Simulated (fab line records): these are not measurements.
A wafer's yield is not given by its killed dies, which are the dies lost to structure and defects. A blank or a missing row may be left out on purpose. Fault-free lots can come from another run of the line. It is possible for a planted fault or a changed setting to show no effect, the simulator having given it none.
fab line records	flow n5-finfet
record: lots: 6	wafers: 16	last-day: 17
route steps=1938 shown BEOL_M15@1797 PASSIVATION@1936
lots untouched by any fault: they come from a run of this same line in which no faults occurred
start-h: the number of hours between the record's first day and the start of the first shown wafer of the lot	wait-h: time in hours since the lot's previous step	" repeats the value in the row above	L1.1+2: a row that stands for several wafers	- no value, or no start given	* or withheld: withheld	< > ~ a bound
route shown NAME@n: NAME is a module with steps in the file, n the number in the route of the first one	usual: average and standard deviation across the fault-free wafers	same: alike in all rows	chamber/n: place in a boat	sites: per-site readings	_std_site: standard deviation across them	_edge_site: mean of outer sites minus mean of inner sites	radius-mm: how far each site lies from the wafer's centre	mask NAME#n: copy n	behind: the most recent tool/chamber to have shaped the wafer	hold: what put the lot on hold/how long, in hours/how the hold closed	device: the transistor (n, p or np) that didn't switch	end of line: tests of these same wafers at the route's end	where a step has no rows: the recipe by itself	killed: the dies lost at the first sort to structure and to defects; this is not the yield of the wafer	map: a wafer's dies, x killed, . not, _ none there
set.NAME: the setting that was run; set.NAME@STEP: the one run at that earlier step	model.NAME: the simulator's own value behind a step, which no gauge read
lots at selected steps of the route; one table per step, one row per wafer
services: when a tool's chamber went out of use (start-h, in hours from the record's first day, below 0 if earlier), for how many hours, and the reason
== steps ==
step: N5_BEOL_M15_COAT_22
recipe: spin-rpm: 1704	resist-thk-nm: 800
step: N5_BEOL_M15_EBR_24
recipe: solvent: PGMEA	ebr-width-mm: 1.5
step: N5_BEOL_M15_SOFTBAKE_23
recipe: temp-c: 130	time-s: 60
step: N5_BEOL_M15_EXPOSE_25
recipe: mask-id: M15	na: 0.8	source-shape: annular	sigma-inner: 0.5	sigma-outer: 0.8	polarization: unpolarized	target-cd-nm: 400	dose-mj: 35.5
step: N5_BEOL_M15_PEB_26
recipe: peb-temp-c: 130	peb-time-s: 90
step: N5_BEOL_M15_DEVELOP_27
recipe: develop-time-s: 45	rinse-liquid: diw	dry: air-spin	dev-temp-c: 21
step: N5_BEOL_M15_HARDBAKE_32
recipe: temp-c: 130	time-s: 120
step: N5_BEOL_M15_CD_MEAS_28
recipe: target-cd-nm: 407.6	landing-energy-ev: 500	detector: se-inlens
usual: cd-nm: 408.1/1.6
lot.wafer	tool	chamber	start-h	wait-h	cd-nm
L221.2	cd-sem-01	0	265.16	-	406.5
L221.3	"	0	"	"	407.6
L221.4	"	0	"	"	407.5
L226.1	cd-sem-02	0	294.78	-	406.5
L226.3	"	0	"	"	405.3
L226.4	"	0	"	"	406.4
L227.2	cd-sem-01	0	307.64	-	407.8
L227.4	"	0	"	"	406.1
L227.6	"	0	"	"	407.9
L228.4	cd-sem-02	0	310.87	-	407.9
L228.5	"	0	"	"	408.6
L232.1	cd-sem-01	0	326.36	-	410.6
L232.5	"	0	"	"	410.3
L240.1	cd-sem-03	0	380.90	-	409.4
L240.3	"	0	"	"	408.5
L240.5	"	0	"	"	407.7
step: N5_BEOL_M15_OVL_MEAS_29
recipe: points-per-wafer: 44
usual: M15_OVL: -1/5.7
lot.wafer	tool	chamber	start-h	wait-h	M15_OVL[nm]
L221.2	overlay-01	0	265.19	0.0	0
L221.3	"	0	"	"	-5
L221.4	"	0	"	"	-11
L226.1	overlay-02	0	294.81	0.0	-2
L226.3	"	0	"	"	-2
L226.4	"	0	"	"	-1
L227.2	overlay-01	0	307.67	0.0	8
L227.4	"	0	"	"	5
L227.6	"	0	"	"	11
L228.4	overlay-01	0	310.90	0.0	1
L228.5	"	0	"	"	-5
L232.1	overlay-01	0	326.39	0.0	-11
L232.5	"	0	"	"	-11
L240.1	overlay-01	0	380.93	0.0	-5
L240.3	"	0	"	"	-18
L240.5	"	0	"	"	-13
step: N5_BEOL_M15_INSPECT_30
recipe: mode: adi	inspect-instrument: macro
usual: raw-defect-count: 2.1/1.3
lot.wafer	tool	chamber	start-h	wait-h	raw-defect-count
L221.2	defect-inspect-02	-	265.22	0.0	2
L221.3	"	-	"	"	1
L221.4	"	-	"	"	4
L226.1	defect-inspect-02	-	294.83	0.0	4
L226.3	"	-	"	"	4
L226.4	"	-	"	"	3
L227.2	defect-inspect-01	-	307.70	0.0	1
L227.4	"	-	"	"	2
L227.6	"	-	"	"	0
L228.4	defect-inspect-02	-	310.92	0.0	3
L228.5	"	-	"	"	3
L232.1	defect-inspect-01	-	326.41	0.0	3
L232.5	"	-	"	"	1
L240.1	defect-inspect-01	-	380.96	0.0	3
L240.3	"	-	"	"	3
L240.5	"	-	"	"	1
step: N5_BEOL_M15_DESCUM_33
recipe: chemistry: O2	time-s: 7.9	source-power-w: 50	bias-power-w: 20	pressure-mtorr: 20	rf-frequency-hz: 2.712e+07	temp-c: 40	o2-flow-sccm: 225
step: N5_BEOL_M15_ETCH_61
recipe: chemistry: N2/H2	target: BARC	target-depth-a: 890	overetch-a: 267	time-s: 67.9	ion-energy-ev: 200	pressure-mtorr: 30	source-w: 840	bias-w: 150	n2-flow-sccm: 200	h2-flow-sccm: 200
step: N5_BEOL_M15_TRENCH_ETCH_34
recipe: chemistry: C4F8/O2/Ar	target: SiO2	target-depth-a: 8729.3	he-inner-torr: 15	he-outer-torr: 30	time-s: 199	ion-energy-ev: 800	pressure-mtorr: 20	source-w: 1905	bias-w: 2040	Ar_flow_sccm: 400	C4F8_flow_sccm: 16	O2_flow_sccm: 12
usual: drypump-motor-current-A: 5.6/0.48	mfc-ar-sccm: 399.9/1.3	oes_ar_750_au: 0.80/0.091	oes-product-au: 0.80/0.098	rf-fwd-power-W: 1900/6	rf-vpp-V: 2213/33	showerhead-plenum-p-Torr: 3.45/0.099	throttle-valve-pct: 30.89/0.19
lot.wafer	tool	chamber	start-h	wait-h	drypump-motor-current-A	mfc-ar-sccm	oes_ar_750_au	oes-product-au	rf-fwd-power-W	rf-hours-counter-h	rf-vpp-V	showerhead-plenum-p-Torr	throttle-valve-pct	model.etch.depth-nm	model.coat_of_BEOL_M15_COAT_22.thk-nm
L221.2	rie-diel-03	3	265.34	0.0	5.3	400.5	0.69	0.68	1898	224	2216	3.41	30.98	855.9	549
L221.3	"	0	"	"	5.5	398.0	0.78	0.78	1896	126	2190	3.43	30.71	868.6	542.8
L221.4	"	1	"	"	5.4	399.9	0.79	0.79	1903	133	2210	3.46	30.85	873.8	543.8
L226.1	rie-diel-05	0	294.95	0.0	6.4	398.4	0.94	0.95	1896	17	2226	3.38	31.06	892.6	540.6
L226.3	"	1	"	"	5.0	401.9	0.69	0.69	1893	244	2202	3.52	30.72	849.2	553.6
L226.4	"	1	"	"	5.0	401.6	0.70	0.68	1902	-	2201	3.52	30.71	840.4	556.8
L227.2	rie-diel-05	1	307.87	0.0	5.0	399.8	0.69	0.69	1899	248	2202	3.51	30.70	847	548.6
L227.4	"	2	"	"	6.4	400.3	0.96	0.97	1903	2	2287	3.65	30.86	889.3	537.8
L227.6	"	2	"	"	6.4	401.2	0.95	0.96	1898	-	2286	3.64	30.87	887.8	537
L228.4	rie-diel-05	3	311.04	0.0	5.5	401.3	0.71	0.71	1902	213	2173	3.29	31.13	875.8	545.2
L228.5	"	2	"	"	6.4	399.7	0.94	0.97	-	-	2284	3.64	30.87	813	559
L232.1	rie-diel-05	0	326.53	0.0	6.4	401.4	0.91	0.93	1903	28	2226	3.38	31.08	895.3	535.8
L232.5	"	0	"	"	6.4	400.3	0.91	0.93	-	-	2226	3.38	31.09	811.8	553.8
L240.1	rie-diel-03	3	381.54	0.0	5.3	400.2	0.95	0.97	1903	7	2214	3.39	30.81	883.1	543
L240.3	"	1	"	"	5.5	399.7	0.75	0.74	1887	175	2207	3.44	30.89	868.6	544.8
L240.5	"	2	"	"	4.8	400.2	0.84	0.84	1908	-	2190	3.49	30.95	875.4	540
step: N5_BEOL_M15_STRIP_36
recipe: chemistry: O2	power-w: 600	temp-c: 60	pressure-mtorr: 30	rf-frequency-hz: 6e+07	bias-power-w: 0	overash-fraction: 0.3	o2-flow-sccm: 225
step: N5_BEOL_M15_STRIP_62
recipe: chemistry: O2	power-w: 600	temp-c: 60	pressure-mtorr: 30	rf-frequency-hz: 6e+07	bias-power-w: 0	overash-fraction: 0.3	o2-flow-sccm: 225
usual: drypump-motor-current-A: 5.6/0.47	oes-product-au: 0.80/0.093	rf-vpp-V: 3.6/0.52	showerhead-plenum-p-Torr: 2.11/0.071	throttle-valve-pct: 16.65/0.22
lot.wafer	tool	chamber	start-h	wait-h	drypump-motor-current-A	oes-product-au	rf-hours-counter-h	rf-vpp-V	showerhead-plenum-p-Torr	throttle-valve-pct
L221.2	rie-diel-03	0	-	-	5.5	0.79	127	4.0	2.11	16.66
L221.3	"	1	"	"	5.4	0.79	134	3.5	2.10	16.55
L221.4	"	2	"	"	4.9	0.91	30	3.2	2.14	16.55
L226.1	rie-diel-03	0	-	-	5.6	0.76	137	3.2	2.11	16.68
L226.3	"	3	"	"	5.3	0.67	236	2.8	2.06	16.72
L226.4	"	2	"	"	4.8	0.87	42	3.7	2.14	16.60
L227.2	rie-diel-02	0	-	-	5.9	0.87	63	4.7	2.21	16.17
L227.4	"	0	"	"	5.9	0.86	-	3.8	2.21	16.18
L227.6	"	3	"	"	5.7	0.72	-	3.9	2.17	16.78
L228.4	rie-diel-05	3	-	-	5.5	0.70	213	3.5	1.99	16.90
L228.5	"	3	"	"	5.5	0.71	-	4.5	1.99	16.90
L232.1	rie-diel-02	1	-	-	5.4	0.83	69	4.6	2.13	16.48
L232.5	"	0	"	"	5.9	0.87	-	3.7	2.21	16.19
L240.1	rie-diel-03	3	-	-	5.4	0.95	8	3.8	2.05	16.29
L240.3	"	1	"	"	5.5	0.74	176	3.9	2.08	16.63
L240.5	"	0	"	"	5.5	0.75	-	3.2	2.10	16.71
step: N5_BEOL_M15_STRIP_37
recipe: chemistry: O2	power-w: 600	temp-c: 60	pressure-mtorr: 30	rf-frequency-hz: 6e+07	bias-power-w: 0	overash-fraction: 0.3	o2-flow-sccm: 225
step: N5_BEOL_M15_ETCH_38
recipe: chemistry: CF4/N2	target: SiCN	target-depth-a: 1064	taper-deg: 2	time-s: 120.5	ion-energy-ev: 150	mask-material: SiO2	pressure-mtorr: 40	source-w: 430	bias-w: 70	Ar_flow_sccm: 100	cf4-flow-sccm: 60	n2-flow-sccm: 60
step: N5_BEOL_M15_PRECLEAN_39
recipe: chemistry: residue-remover	time-s: 60	temp-c: 40
step: N5_BEOL_M15_SRD_40
recipe: time-s: 30	temp-c: 23	rinse-liquid: diw	dry: n2-spin	spin-rpm: 1500	dry-time-s: 30
step: N5_BEOL_M15_DEGAS_41
recipe: ambient: vacuum	temp-c: 300	time-s: 60
step: N5_BEOL_M15_PRE_CLEAN_42
recipe: gas: H2/He	time-s: 30	temp-c: 300
step: N5_BEOL_M15_SPUTTER_43
recipe: material: TaN	target-thk-a: 150	temp-c: 50	bias-v: 168.6	power-w: 15000	chamber-pressure-pa: 0.12	time-s: 24.19
usual: throttle-valve-pct: 29.8/1
lot.wafer	tool	chamber	start-h	wait-h	throttle-valve-pct
L221.2	pvd-sputter-01	-	268.55	0.0	30.7
L221.3	"	-	"	"	30.5
L221.4	"	-	"	"	29.9
L226.1	pvd-sputter-03	-	296.38	0.0	28.0
L226.3	"	-	"	"	30.1
L226.4	"	-	"	"	31.4
L227.2	pvd-sputter-03	-	309.56	0.0	29.7
L227.4	"	-	"	"	28.5
L227.6	"	-	"	"	28.9
L228.4	pvd-sputter-02	-	311.82	0.0	28.9
L228.5	"	-	"	"	31.7
L232.1	pvd-sputter-03	-	327.90	0.0	31.0
L232.5	"	-	"	"	28.7
L240.1	pvd-sputter-02	-	384.35	0.0	29.1
L240.3	"	-	"	"	28.8
L240.5	"	-	"	"	31.7
step: N5_BEOL_M15_SPUTTER_44
recipe: material: Ta	target-thk-a: 150	temp-c: 50	bias-v: 80	power-w: 15000	chamber-pressure-pa: 0.07	time-s: 24.19
usual: throttle-valve-pct: 29.8/1.1
lot.wafer	tool	chamber	start-h	wait-h	throttle-valve-pct
L221.2	pvd-sputter-01	-	268.63	0.0	30.8
L221.3	"	-	"	"	30.6
L221.4	"	-	"	"	30.2
L226.1	pvd-sputter-03	-	296.46	0.0	28.2
L226.3	"	-	"	"	30.0
L226.4	"	-	"	"	31.3
L227.2	pvd-sputter-03	-	309.64	0.0	29.6
L227.4	"	-	"	"	28.7
L227.6	"	-	"	"	28.5
L228.4	pvd-sputter-02	-	311.90	0.0	28.8
L228.5	"	-	"	"	31.8
L232.1	pvd-sputter-03	-	327.98	0.0	31.3
L232.5	"	-	"	"	28.7
L240.1	pvd-sputter-02	-	384.43	0.0	28.7
L240.3	"	-	"	"	28.5
L240.5	"	-	"	"	31.7
step: N5_BEOL_M15_SPUTTER_45
recipe: material: Cu	target-thk-a: 1000	temp-c: -20	bias-v: 60	power-w: 26000	chamber-pressure-pa: 0.13	time-s: 16.67
step: N5_BEOL_M15_ECD_47
recipe: material: Cu	target-thk-a: 18600
step: N5_BEOL_M15_ANNEAL_48
recipe: temp-c: 225	time-s: 90	ambient: N2
usual: wafer_temp_C_max: 226.24/0.27
lot.wafer	tool	chamber	start-h	wait-h	wafer_temp_C_max
L221.2	rtp-anneal-02	0	269.11	0.2	226.01
L221.3	"	0	"	"	226.39
L221.4	"	0	"	"	226.54
L226.1	rtp-anneal-02	0	297.76	1.0	226.15
L226.3	"	0	"	"	226.82
L226.4	"	0	"	"	226.28
L227.2	rtp-anneal-02	0	310.13	0.2	226.20
L227.4	"	0	"	"	226.20
L227.6	"	0	"	"	226.45
L228.4	rtp-anneal-02	0	312.48	0.2	226.25
L228.5	"	0	"	"	226.95
L232.1	rtp-anneal-01	0	329.07	0.8	226.57
L232.5	"	0	"	"	226.06
L240.1	rtp-anneal-02	0	385.45	0.7	226.15
L240.3	"	0	"	"	226.02
L240.5	"	0	"	"	225.64
step: N5_BEOL_M15_CMP_49
recipe: stop-on: SiO2	t-overpolish-s: 4.9	down-force-psi: 2	platen-rpm: 80	clearing-platen-down-force-psi: 2	clearing-platen-rpm: 80	post-cmp-clean: cu-alkaline	target-thk-nm: 850	clearing-platen-pad-velocity-m-s: 1.5917	pad-velocity-m-s: 1.5917
usual: barrier-field-endpoint-s: 11.40/0.22	edge-zone-pressure-frac: 1.001/0.0053	head-pressure-psi: 2.000/0.0046	motor-current-A: 8.1/0.98	overpolish-run-s: 4.899/0.0096
lot.wafer	tool	chamber	start-h	wait-h	barrier-field-endpoint-s	edge-zone-pressure-frac	head-pressure-psi	motor-current-A	overpolish-run-s	model.Cu_of_BEOL_M15_ECD_47.thk-nm
L221.3	cmp-01	2	269.36	0.2	11.72	1.007	1.997	9.1	4.916	846
L221.4	"	3	"	"	11.13	0.998	2.003	6.7	4.899	850.8
L221.2	"	0	"	"	11.49	0.998	1.995	9.6	4.892	833.2
L226.3	cmp-03	2	298.06	0.2	11.76	0.997	1.994	8.9	4.907	825.2
L226.1	"	0	"	"	11.38	0.999	1.997	7.6	4.902	868.6
L226.4	"	1	"	"	11.38	0.997	2.008	8.0	4.895	817.2
L227.4	cmp-03	2	310.42	0.2	11.72	1.006	1.995	8.3	4.888	867.4
L227.2	"	3	"	"	11.61	0.992	2.000	8.7	4.886	825.2
L227.6	"	1	"	"	11.50	1.003	2.009	7.6	4.888	865.6
L228.4	cmp-02	3	312.64	0.1	11.64	0.996	2.000	8.9	4.897	851
L228.5	"	3	"	"	11.75	0.992	2.001	8.6	4.898	788.6
L232.1	cmp-02	0	329.50	0.4	11.18	1.003	2.008	7.7	4.887	870.8
L232.5	"	2	"	"	11.14	1.003	1.992	7.3	4.903	788
L240.1	cmp-01	3	385.76	0.3	11.83	1.007	1.997	6.8	4.899	858
L240.3	"	2	"	"	11.58	0.996	2.000	8.6	4.907	846
L240.5	"	0	"	"	11.78	1.013	1.996	10.1	4.896	853.4
step: N5_BEOL_M15_THK_MEAS_50
recipe: thk-meas-gauge: xrf	reads: Cu_of_BEOL_M15_ECD_47
usual: M15_THK: 875/15
lot.wafer	tool	chamber	start-h	wait-h	M15_THK[nm]
L221.2	film-metro-02	-	269.66	-	854
L221.3	"	-	"	"	868
L221.4	"	-	"	"	873
L226.1	film-metro-02	-	298.36	-	881
L226.3	"	-	"	"	841
L226.4	"	-	"	"	829
L227.2	film-metro-02	-	310.67	-	846
L227.4	"	-	"	"	890
L227.6	"	-	"	"	889
L228.4	film-metro-02	-	312.94	-	878
L228.5	"	-	"	"	815
L232.1	film-metro-01	-	329.68	-	901
L232.5	"	-	"	"	818
L240.1	film-metro-01	-	386.05	-	894
L240.3	"	-	"	"	885
L240.5	"	-	"	"	885
step: N5_BEOL_M15_PRE_CLEAN_52
recipe: gas: NH3	time-s: 15	temp-c: withheld	rf-power-w: 300
step: N5_BEOL_M15_DEP_53
recipe: material: SiCN	target-thk-a: 500	temp-c: withheld	precursor: 3MS/NH3	pressure-torr: 3	rf-w: 675	time-s: 17.8
usual: chamber-pressure-Torr: 3.001/0.0068	rf-fwd-power-W: 666.3/2.6	showerhead-plenum-p-Torr: 4.169/0.014	throttle-valve-pct: 17.7/0.86
lot.wafer	tool	chamber	start-h	wait-h	chamber-pressure-Torr	rf-fwd-power-W	showerhead-plenum-p-Torr	throttle-valve-pct
L221.2	pecvd-04	2	269.72	0.0	3.002	665.7	4.149	17.2
L221.3	"	0	"	"	3.000	667.6	4.187	17.4
L221.4	"	0	"	"	3.001	665.2	4.193	17.0
L226.1	pecvd-04	2	298.42	0.0	2.995	663.1	4.163	17.1
L226.3	"	1	"	"	2.999	670.9	4.162	18.4
L226.4	"	0	"	"	3.001	667.4	4.176	17.1
L227.2	pecvd-04	2	310.73	0.0	3.001	664.1	4.159	16.9
L227.4	"	0	"	"	2.995	669.0	4.183	17.3
L227.6	"	1	"	"	3.001	667.5	4.179	18.8
L228.4	pecvd-01	0	313.01	0.0	3.007	668.0	4.186	17.6
L228.5	"	1	"	"	3.005	663.2	4.182	18.1
L232.1	pecvd-03	0	329.74	0.0	3.000	668.0	4.149	16.2
L232.5	"	2	"	"	2.997	663.7	4.189	18.6
L240.1	pecvd-03	1	386.12	0.0	3.003	661.8	4.161	18.4
L240.3	"	2	"	"	2.985	668.3	4.178	18.3
L240.5	"	2	"	"	2.987	664.2	4.178	18.6
step: N5_BEOL_M15_RS_MEAS_54
recipe: thk-meas-gauge: four-point-probe	reads: Cu_of_BEOL_M15_ECD_47+Ta_of_BEOL_M15_SPUTTER_44+TaN_of_BEOL_M15_SPUTTER_43
usual: M15_RS: 0.0216/0.00035
lot.wafer	tool	chamber	start-h	wait-h	M15_RS[ohm/sq]
L221.2	film-metro-01	-	269.79	0.1	0.0220
L221.3	"	-	"	"	0.0217
L221.4	"	-	"	"	0.0216
L226.1	film-metro-02	-	298.48	0.0	0.0211
L226.3	"	-	"	"	0.0222
L226.4	"	-	"	"	0.0224
L227.2	film-metro-01	-	310.80	0.1	0.0222
L227.4	"	-	"	"	0.0211
L227.6	"	-	"	"	0.0212
L228.4	film-metro-01	-	313.06	0.0	0.0215
L228.5	"	-	"	"	0.0233
L232.1	film-metro-01	-	329.81	0.0	0.0211
L232.5	"	-	"	"	0.0233
L240.1	film-metro-01	-	386.18	0.0	0.0214
L240.3	"	-	"	"	0.0217
L240.5	"	-	"	"	0.0215
step: N5_BEOL_M15_INSPECT_55
recipe: inspect-instrument: darkfield	mode: post-dep
usual: raw-defect-count: 64/22
lot.wafer	tool	chamber	start-h	wait-h	raw-defect-count
L221.2	defect-inspect-02	-	269.82	0.0	38
L221.3	"	-	"	"	41
L221.4	"	-	"	"	48
L226.1	defect-inspect-02	-	298.51	0.0	69
L226.3	"	-	"	"	79
L226.4	"	-	"	"	83
L227.2	defect-inspect-02	-	310.83	0.0	55
L227.4	"	-	"	"	43
L227.6	"	-	"	"	54
L228.4	defect-inspect-01	-	313.09	0.0	62
L228.5	"	-	"	"	32
L232.1	defect-inspect-01	-	329.83	0.0	46
L232.5	"	-	"	"	75
L240.1	defect-inspect-01	-	386.21	0.0	65
L240.3	"	-	"	"	68
L240.5	"	-	"	"	76
step: N5_PASSIVATION_PROBE_49
usual: defect-limited-yield: 91.5/1.4	killed_at_M0_to_M3: 33/10	killed_at_M4_up: 13/5	killed-at-contacts: 13/5.6	killed-at-front-end: 38/12	killed-at-other: 3.9/2.7	killed-dies: 100/16	killed-open: 66/13	killed-short: 32/7.2	sort_bin_5_function: 5.0/0.97	sort_bin_6_memory: 3.2/0.61	sort-n-pass: 1080/16	sort-yield-pct: 91.5/1.4
same: gross-dies: 1180	killed-at-back-side: 0	sort_bin_4_leakage[%]: 0	sort_bin_8_speed[%]: 0
lot.wafer	tool	chamber	start-h	wait-h	defect-limited-yield[%]	killed_at_M0_to_M3	killed_at_M4_up	killed-at-contacts	killed-at-front-end	killed-at-other	killed-dies	killed-open	killed-short	sort_bin_5_function[%]	sort_bin_6_memory[%]	sort-n-pass	sort-yield-pct[%]
L221.2	prober-02	-	283.81	0.1	91.4	22	11	13	49	7	102	68	33	4.8	3.6	1078	91.4
L221.3	prober-02	-	283.86	0.1	92.5	27	15	9	35	2	88	59	28	4.2	3.0	1092	92.5
L221.4	prober-02	-	283.91	0.2	87.4	28	13	22	76	10	149	102	46	7.8	4.6	1031	87.4
L228.4	prober-02	-	327.27	0.2	92.5	12	16	18	41	1	88	58	29	4.6	2.7	1092	92.5
L228.5	prober-02	-	327.32	0.2	90.1	39	16	16	42	4	117	77	37	4.8	4.6	1063	90.1
L232.1	prober-01	-	346.67	0.0	91.7	44	7	8	37	2	98	60	38	4.7	3.3	1082	91.7
L232.5	prober-01	-	346.87	0.2	90.1	39	16	12	47	3	117	94	23	6.2	3.6	1063	90.1
killed by level:class
L221.2 STI_FIN_REVEAL:geometric-particle:open=16 MOL_CONTACT_COAG:geometric-particle:open=10 FIN_SAQP:geometric-particle:short=8 BEOL_M4:geometric-particle:open=8 BEOL_M3:geometric-particle:open=8 STI_FIN_REVEAL:geometric-particle:short=5 BEOL_M1:geometric-particle:open=5 FIN_SAQP:geometric-particle:open=4
L221.3 BEOL_M1:geometric-particle:short=11 MOL_CONTACT_COAG:geometric-particle:open=9 FIN_SAQP:geometric-particle:open=6 BEOL_M4:geometric-particle:open=6 STI_FIN_REVEAL:geometric-particle:open=5 ILD0:geometric-particle:open=4 BEOL_M1:geometric-particle:open=4 BEOL_M3:geometric-particle:open=4
L221.4 FIN_SAQP:geometric-particle:open=27 MOL_CONTACT_COAG:geometric-particle:open=18 FIN_SAQP:geometric-particle:short=14 STI_FIN_REVEAL:geometric-particle:open=12 BEOL_M2:geometric-particle:open=10 BEOL_M0_SAQP:geometric-particle:short=5 STARTING-WAFER:geometric-particle:open=4 ILD0:geometric-particle:open=4
L228.4 MOL_CONTACT_COAG:geometric-particle:open=14 STI_FIN_REVEAL:geometric-particle:open=9 BEOL_M5:geometric-particle:open=7 FIN_SAQP:geometric-particle:short=6 BEOL_M1:geometric-particle:open=5 STARTING-WAFER:geometric-particle:open=5 FIN_SAQP:geometric-particle:open=4 GATE_CUT:geometric-particle:short=4
L228.5 MOL_CONTACT_COAG:geometric-particle:open=12 BEOL_M1:geometric-particle:open=11 STI_FIN_REVEAL:geometric-particle:open=8 FIN_SAQP:geometric-particle:short=7 BEOL_M0_SAQP:geometric-particle:short=7 BEOL_M3:geometric-particle:open=7 BEOL_M0_SAQP:geometric-particle:open=6 GATE_CUT:geometric-particle:open=5
L232.1 BEOL_M0_SAQP:geometric-particle:short=15 STI_FIN_REVEAL:geometric-particle:open=13 BEOL_M0_SAQP:geometric-particle:open=13 GATE_CUT:geometric-particle:short=8 FIN_SAQP:geometric-particle:short=6 MOL_CONTACT_COAG:geometric-particle:open=6 BEOL_M3:geometric-particle:open=5 FIN_SAQP:geometric-particle:open=4
L232.5 STI_FIN_REVEAL:geometric-particle:open=25 BEOL_M3:geometric-particle:open=13 MOL_CONTACT_COAG:geometric-particle:open=10 BEOL_M1:geometric-particle:open=8 BEOL_M4:geometric-particle:open=8 BEOL_M0_SAQP:geometric-particle:short=5 BEOL_M2:geometric-particle:open=5 FIN_SAQP:geometric-particle:short=4
== services ==
tool	chamber	start-h	hours	kind
rie-diel-02	-	243.38	28.1	pm
cmp-02	-	246.20	5.2	pm
rie-diel-05	-	253.86	0.2	repair
rie-diel-05	2	270.57	-	clean
pecvd-03	-	286.97	14.6	pm
cmp-03	-	288.14	4.0	pm
rie-diel-02	3	290.29	7.6	repair
cmp-01	-	292.42	2.4	repair
cmp-02	-	294.59	1.2	repair
rie-diel-02	1	297.44	11.5	repair
rtp-anneal-01	-	299.43	6.0	pm
rie-diel-03	0	312.23	12.7	repair
pecvd-04	-	335.87	1.0	repair
pvd-sputter-02	-	346.69	2.1	repair
rie-diel-03	3	348.85	-	clean
rie-diel-03	3	348.85	-	consumable-replace:focus-ring
rie-diel-03	3	348.85	13.8	scheduled-down
rie-diel-03	3	348.85	13.8	vent-cycle
pvd-sputter-03	-	357.26	3.2	repair
cmp-02	-	359.51	4.0	pm
pecvd-04	-	360.30	2.8	pm
pvd-sputter-03	-	361.68	0.8	repair
rie-diel-05	1	367.43	4.6	repair
pecvd-01	-	369.92	28.1	pm
== key ==
first-sign: step: N5_BEOL_M15_THK_MEAS_50	reading: M15_THK	direction: down	sigmas: 3.9	usual: 875	struck: 816
effect: step: N5_BEOL_M15_RS_MEAS_54	reading: M15_RS	direction: up	sigmas: 5	usual: 0.0216	struck: 0.0233
model-effect: step: N5_BEOL_M15_TRENCH_ETCH_34	value: etch.depth-nm	without: 898.6	struck: 812.4
model-effect: step: N5_BEOL_M15_CMP_49	value: Cu_of_BEOL_M15_ECD_47.thk-nm	without: 874.5	struck: 788.3
met-at N5_BEOL_M15_TRENCH_ETCH_34
struck-wafers L228.5,L232.5
onset-between 307.87 311.04
fault: kind: process-parameter-drift	tool: rie-diel-05	chamber: -	onset-h: 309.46	steps: N5_BEOL_M15_TRENCH_ETCH_34	channel: time-s	offset: *	shape: step	end-h: 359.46	scope: struck-wafers-only	acts-in: *	stated: *
